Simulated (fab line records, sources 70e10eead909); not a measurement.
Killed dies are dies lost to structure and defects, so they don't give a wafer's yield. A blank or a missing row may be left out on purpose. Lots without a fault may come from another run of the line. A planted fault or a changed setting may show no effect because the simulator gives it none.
A struck lot beside a sound one | flow nand_harc | 40 steps out of a route of 1159
Sound: wafers L149.2, L149.3, L149.5. Struck: wafer L157.1. (L157.2, L157.3 of the same lot were not struck and are left out.) The cause comes at the end.
At each step with rows: each side's tool, then ch and its chambers, then its first start. Under that, the readings that differ: sound wafers | struck wafers | difference of the means | sigmas: that difference in standard deviations of wafers without a fault.
alike: readings whose means differ by less than 2 such deviations, and words and numbers that are the same on both sides. not compared: withheld readings, readings that some wafer has no value for, bounds like >300 that may hide the same value, and numbers for which the record gives no deviation and whose values overlap.
The two part at a step that has a row with sigmas, a row that says differs or no value, or rows on one side only. Numbers that don't overlap but have no deviation are shown without sigmas and don't part them. A reading that every wafer of one side lacks parts them only if that side has two wafers or more.

first, 11 steps without rows for these wafers: NHARC_A_STAIRCASE_SRD_174; NHARC_A_STAIRCASE_DEHYDRATE_01 (time 120 s); NHARC_A_STAIRCASE_HMDS_02 (time 30 s); NHARC_A_STAIRCASE_COAT_03; NHARC_A_STAIRCASE_SOFTBAKE_04 (time 170 s); NHARC_A_STAIRCASE_EBR_05; NHARC_A_STAIRCASE_EXPOSE_06 (exposes mask STAIR); NHARC_A_STAIRCASE_PEB_07 (peb time 130 s); NHARC_A_STAIRCASE_DEVELOP_08 (time 140 s); NHARC_A_STAIRCASE_HARDBAKE_10 (time 140 s); NHARC_A_STAIRCASE_DESCUM_11 (chemistry O2, time 3 s).
NHARC_A_STAIRCASE_TRIM_12: chemistry O2, time 211.2 s.
  sound on rie_diel-09 ch 0,2,3, day 11 12:02; struck on rie_diel-09 ch 1, day 14 00:43
  reading                         | sound          | struck | difference | sigmas
  showerhead_plenum_p_Torr (Torr) | 3.56 3.56 3.36 | 3.80   | +0.31      | +2
  alike: chamber_pressure_mTorr, drypump_motor_current_A, oes_product_au, rf_vpp_V, throttle_valve_pct
  not compared: rf_hours_counter_h
NHARC_A_STAIRCASE_ETCH_13: etches the open film in C4F8/O2, target depth 100 nm, time 40.5 s.
  sound on rie_diel-09 ch 0,1,2; struck on rie_diel-09 ch 1
  reading      | sound       | struck | difference | sigmas
  rf_vpp_V (V) | 886 897 891 | 905    | +14        | +2
  alike: chamber_pressure_mTorr, oes_product_au
  not compared: rf_hours_counter_h
NHARC_A_STAIRCASE_TRIM_14: chemistry O2, time 211.2 s.
  sound on rie_diel-09 ch 0,2,3; struck on rie_diel-09 ch 3
  alike: chamber_pressure_mTorr, drypump_motor_current_A, oes_product_au, rf_vpp_V, showerhead_plenum_p_Torr, throttle_valve_pct
  not compared: rf_hours_counter_h
NHARC_A_STAIRCASE_ETCH_15: etches the open film in C4F8/O2, target depth 100 nm, time 40.5 s.
  sound on rie_diel-09 ch 0,3; struck on rie_diel-09 ch 3
  alike: chamber_pressure_mTorr, oes_product_au, rf_vpp_V
  not compared: rf_hours_counter_h
then, 9 steps without rows for these wafers: NHARC_A_STAIRCASE_TRIM_16 (chemistry O2, time 211.2 s); NHARC_A_STAIRCASE_ETCH_17 (etches the open film in C4F8/O2, target depth 100 nm, time 40.5 s); NHARC_A_STAIRCASE_TRIM_18 (chemistry O2, time 211.2 s); NHARC_A_STAIRCASE_ETCH_19 (etches the open film in C4F8/O2, target depth 100 nm, time 40.5 s); NHARC_A_STAIRCASE_TRIM_20 (chemistry O2, time 211.2 s); NHARC_A_STAIRCASE_ETCH_21 (etches the open film in C4F8/O2, target depth 100 nm, time 40.5 s); NHARC_A_STAIRCASE_TRIM_22 (chemistry O2, time 211.2 s); NHARC_A_STAIRCASE_ETCH_23 (etches the open film in C4F8/O2, target depth 100 nm, time 40.5 s); NHARC_A_STAIRCASE_TRIM_24 (chemistry O2, time 211.2 s).
NHARC_A_STAIRCASE_ETCH_25: etches the open film in C4F8/O2, target depth 100 nm, time 40.5 s.
  sound on rie_diel-09 ch 0,1; struck on rie_diel-13 ch 1
  alike: chamber_pressure_mTorr, oes_product_au, rf_vpp_V
  not compared: rf_hours_counter_h
then, 2 steps without rows for these wafers: NHARC_A_STAIRCASE_TRIM_26 (chemistry O2, time 211.2 s); NHARC_A_STAIRCASE_ETCH_27 (etches the open film in C4F8/O2, target depth 100 nm, time 40.5 s).
NHARC_A_STAIRCASE_STRIP_175: strips in O2.
  sound on plasma_asher-01 ch 0, day 11 14:32; struck on plasma_asher-02 ch 1, day 14 03:08
  alike: drypump_motor_current_A, heater_power_w
  not compared: rf_hours_counter_h
then, 11 steps without rows for these wafers: NHARC_A_STAIRCASE_STRIP_148 (strips in SPM, time 900 s); NHARC_A_STAIRCASE_PRECLEAN_149 (cleans in SC1); NHARC_A_STAIRCASE_SRD_150; NHARC_A_STAIRCASE_DEHYDRATE_176 (time 120 s); NHARC_A_STAIRCASE_HMDS_177 (time 30 s); NHARC_A_STAIRCASE_COAT_178; NHARC_A_STAIRCASE_SOFTBAKE_179 (time 170 s); NHARC_A_STAIRCASE_EBR_180; NHARC_A_STAIRCASE_EXPOSE_181 (exposes mask STAIR 2); NHARC_A_STAIRCASE_PEB_182 (peb time 130 s); NHARC_A_STAIRCASE_DEVELOP_183 (time 140 s).
-- the record jumps here: 11 days lie between the struck wafers' starts before and after (it left off in module A_STAIRCASE and takes up again in module END, whose first step shown is number 1159 of the route) --
NHARC_END_SORT_01:
  the record has rows for the struck wafers here (prober-01 ch 0, day 24 20:29) and none for the sound ones

WHERE THEY PART
First at NHARC_A_STAIRCASE_TRIM_12; last, within this record, at NHARC_END_SORT_01.

WHY: what the simulator had put in
Chamber particle source: rie_diel-09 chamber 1, from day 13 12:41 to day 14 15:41, at NHARC_A_STAIRCASE_TRIM_12. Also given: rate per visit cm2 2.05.
